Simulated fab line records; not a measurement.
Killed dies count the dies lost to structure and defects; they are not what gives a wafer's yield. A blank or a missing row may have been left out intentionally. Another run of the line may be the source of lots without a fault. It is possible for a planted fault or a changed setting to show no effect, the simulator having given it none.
Problem report, 8D (eight disciplines) form, completed by code -- flow nand_harc -- the parts of the form that need people (team, actions taken, sign-off) are left out

## 1. PROBLEM STATEMENT
cd_nm at NHARC_A_CHANNEL_HOLE_D2_CD_MEAS_10 reads a mean of 104.7 nm on 6 wafers of 2 lots; wafers without a fault read 100.0 nm with a standard deviation of 0.41. That is +11 standard deviations from the usual mean.
The step: target cd 100 nm.
The first sign was on wafer L207.3 at day 18 01:58, on cd_sem-03. The record has a number at this step for 33 wafers belonging to 11 lots. By rule, "out" or "out of limits" means more than 4 standard deviations away from the usual mean. The other wafers with a number count as sound.

## 2. WHAT IT IS, AND WHAT IT ISN'T
question,is,is not
which readings at this step,cd_nm,-
which lots,"L207, L209","L196, L197, L199, L200, L201, L202, L212, L215, L216"
which wafers of those lots,all that have a number,-
read on which gauges,"cd_sem-02, cd_sem-03",cd_sem-01
when,from day 18 01:58,"up to then (18 sound wafers); but 9 sound wafers of L212, L215, L216 came after"

## 3. SUSPECTS, AND WHAT RULES EACH OUT
Counting: a tool at any process step up to the reading remains a suspect when it ran all the lots that are out and ran no sound lot after the first of those.
- the gauge at NHARC_A_CHANNEL_HOLE_D2_CD_MEAS_10 is ruled out. 2 gauges (cd_sem-02, cd_sem-03) read the wafers that are out.
- litho_track-04 at NHARC_A_CHANNEL_HOLE_D2_PEB_08 (peb time 65 s): kept. It ran every lot that is out, first L207 (day 18 01:53), and no sound lot after that; its last sound lot up to then is L199 (day 14 11:28).
Left after counting: litho_track-04 at NHARC_A_CHANNEL_HOLE_D2_PEB_08.

## 4. THE CAUSE (what the simulator had put in)
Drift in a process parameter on litho_track-04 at NHARC_A_CHANNEL_HOLE_D2_PEB_08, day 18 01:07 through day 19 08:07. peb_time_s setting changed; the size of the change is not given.
Only this tool survived the counting.

## 5. THE CHAIN OF EFFECTS, in route order
Each row: a reading where the mean over the struck wafers with a number is more than 3 standard deviations away from the usual. Scope: only readings with a usual standard deviation given in the record; hours: median across lots of the time from each lot's start at the first step in this table that gives one to its start at this step; sigmas: change in usual standard deviations.
hours,step,reading,usual,on struck wafers,change,sigmas
0,NHARC_A_CHANNEL_HOLE_D2_CD_MEAS_10,cd_nm,100.0 nm,104.7,+4.7,+11
8,NHARC_A_CHANNEL_HOLE_D2_CD_MEAS_31,cd_nm,89.7 nm,94.5,+4.8,+5.4
8,NHARC_A_CHANNEL_HOLE_D2_XSEM_32,bot_cd_nm,74.3 nm,79.4,+5.1,+4.6
Its process steps:
- NHARC_A_CHANNEL_HOLE_D2_XSEM_32

## 6. HOW IT WOULD HAVE BEEN CAUGHT EARLIER
In this record the first reading out of limits at a measuring or inspecting step was taken at day 18 01:58, 1 hour after the fault began at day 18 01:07.
Among the 2 lots that are out, L209 began NHARC_A_CHANNEL_HOLE_D2_PEB_08 on litho_track-04 after day 18 01:58. It would have been spared by a hold on the tool at that moment.
